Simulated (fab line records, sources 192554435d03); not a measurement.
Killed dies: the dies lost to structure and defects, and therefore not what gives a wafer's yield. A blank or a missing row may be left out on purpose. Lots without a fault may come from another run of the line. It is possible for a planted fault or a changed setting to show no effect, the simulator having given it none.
Comparing a struck lot with a sound one | flow n5_finfet | 18 out of 1938 route steps
Sound: these wafers, L313.3, L313.4, L313.5. Struck: wafer L319.3. (L319.4, L319.6 of the same lot were not struck and are left out.) The cause comes at the end.
For every step that has rows: the tool of each side, followed by ch and its chambers, followed by its first start. Under that, the readings that differ: sound wafers | struck wafers | difference of the means | sigmas: that difference in standard deviations of wafers without a fault.
alike: readings with means less than 2 such deviations apart, plus words and numbers identical on both sides. not compared: withheld readings, readings lacking a value on some wafer, bounds such as >300 that could conceal the same value, and numbers that have no deviation in the record and whose values overlap.
A row with sigmas, a row that says differs or no value, or rows on one side alone: a step with any of these is where the two part. Non-overlapping numbers with no deviation appear without sigmas and do not part them. Lack of a reading on every wafer of one side parts them only where that side has two or more wafers.

first, 6 steps without rows for these wafers: N5_BEOL_M5_COAT_22 (resist thk 30 nm); N5_BEOL_M5_EBR_24; N5_BEOL_M5_SOFTBAKE_23 (time 60 s); N5_BEOL_M5_EXPOSE_25 (exposes mask V4, defocus 10 nm); N5_BEOL_M5_PEB_26 (peb time 60 s); N5_BEOL_M5_DEVELOP_27 (develop time 30 s).
N5_BEOL_M5_CD_MEAS_28: target cd 30.6 nm, target cd y 20 nm.
  sound on cd_sem-03 ch 0, day 9 05:09; struck on cd_sem-02 ch 0, day 10 12:13
  alike: cd_nm
N5_BEOL_M5_OVL_MEAS_29:
  sound on overlay-01 ch 0, day 9 05:11; struck on overlay-02 ch 0, day 10 12:16
  alike: V4_OVL
N5_BEOL_M5_INSPECT_30: inspects for defects (brightfield).
  sound: defect_inspect-01 at day 9 05:14; struck: defect_inspect-01 at day 10 12:19
  alike: raw_defect_count
N5_BEOL_M5_DESCUM_33: chemistry O2, time 7 s.
  sound on rie_diel-02 ch 0,1, day 9 05:16; struck on rie_diel-04 ch 2, day 10 12:29
  reading                | sound          | struck | difference | sigmas
  throttle_valve_pct (%) | 21.1 20.6 21.1 | 20.2   | -0.7       | -2
  alike: drypump_motor_current_A, oes_product_au, rf_vpp_V, showerhead_plenum_p_Torr
  not compared: rf_hours_counter_h
N5_BEOL_M5_ETCH_75: etches underlayer in N2/H2, target depth 6.5 nm, time 5.2 s.
  sound on rie_diel-02 ch 0,1, day 9 05:19; struck on rie_diel-04 ch 2, day 10 12:31
  reading                | sound          | struck | difference | sigmas
  throttle_valve_pct (%) | 18.6 18.2 18.5 | 17.6   | -0.8       | -3
  alike: bias_w, drypump_motor_current_A, etch_rf_on_time_s, oes_product_au, rf_vpp_V, showerhead_plenum_p_Torr
  not compared: rf_hours_counter_h
N5_BEOL_M5_ETCH_67: etches SiARC in CF4, target depth 15.6 nm, time 26 s.
  sound on rie_diel-02 ch 0,1, day 9 05:19; struck on rie_diel-04 ch 2, day 10 12:32
  reading                | sound          | struck | difference | sigmas
  throttle_valve_pct (%) | 16.3 15.8 16.3 | 15.3   | -0.8       | -3
  alike: bias_w, drypump_motor_current_A, etch_rf_on_time_s, oes_product_au, rf_vpp_V, showerhead_plenum_p_Torr
  not compared: rf_hours_counter_h
N5_BEOL_M5_ETCH_68: etches SOC in N2/H2, target depth 80 nm, overetch 16 nm, time 120 s.
  sound on rie_diel-02 ch 0,1, day 9 05:21; struck on rie_diel-04 ch 2, day 10 12:34
  reading                                    | sound             | struck | difference | sigmas
  run_length_s (s)                           | 143.4 143.2 143.5 | 170.7  | +27.3      | +57
  throttle_valve_pct (%)                     | 18.5 18.1 18.5    | 17.5   | -0.9       | -3
  model.SiARC_of_BEOL_M5_COAT_66.thk_nm (nm) | 6.8 6.6 6.8       | 5.4    | -1.3       |
  model.BEOL_M5.cd_nm (nm)                   | 27.8 27.2 27.8    | 28     | +0         |
  alike: bias_w, drypump_motor_current_A, oes_product_au, rf_vpp_V, showerhead_plenum_p_Torr
  not compared: rf_hours_counter_h
then, 2 steps without rows for these wafers: N5_BEOL_M5_STRIP_69 (strips in N2/H2); N5_BEOL_M5_STRIP_76 (strips in N2/H2).
N5_BEOL_M5_VIA_ETCH_34: etches SiCOH lowk in C4F6/O2, target depth 88.3 nm, time 39.2 s.
  sound on rie_diel-02 ch 0,1, day 9 05:27; struck on rie_diel-04 ch 2, day 10 12:40
  reading                  | sound          | struck | difference | sigmas
  throttle_valve_pct (%)   | 21.5 21.0 21.5 | 20.5   | -0.8       | -3
  model.BEOL_M5.cd_nm (nm) | 27.8 27.2 27.8 | 28     | +0         |
  alike: O2_flow_sccm, bias_w, drypump_motor_current_A, oes_ar_750_au, oes_product_au, rf_vpp_V, run_length_s, showerhead_plenum_p_Torr
  not compared: rf_hours_counter_h
then, 1 step without rows for these wafers: N5_BEOL_M5_STRIP_85 (strips in C4F6/O2).
N5_PASSIVATION_PROBE_49:
  the record holds rows for the sound wafers here (prober-02, day 13 21:10) but none for the struck ones

## WHERE THEY PART
Earliest at N5_BEOL_M5_DESCUM_33; latest, in this record, at N5_PASSIVATION_PROBE_49.

WHY: what had been put in by the simulator
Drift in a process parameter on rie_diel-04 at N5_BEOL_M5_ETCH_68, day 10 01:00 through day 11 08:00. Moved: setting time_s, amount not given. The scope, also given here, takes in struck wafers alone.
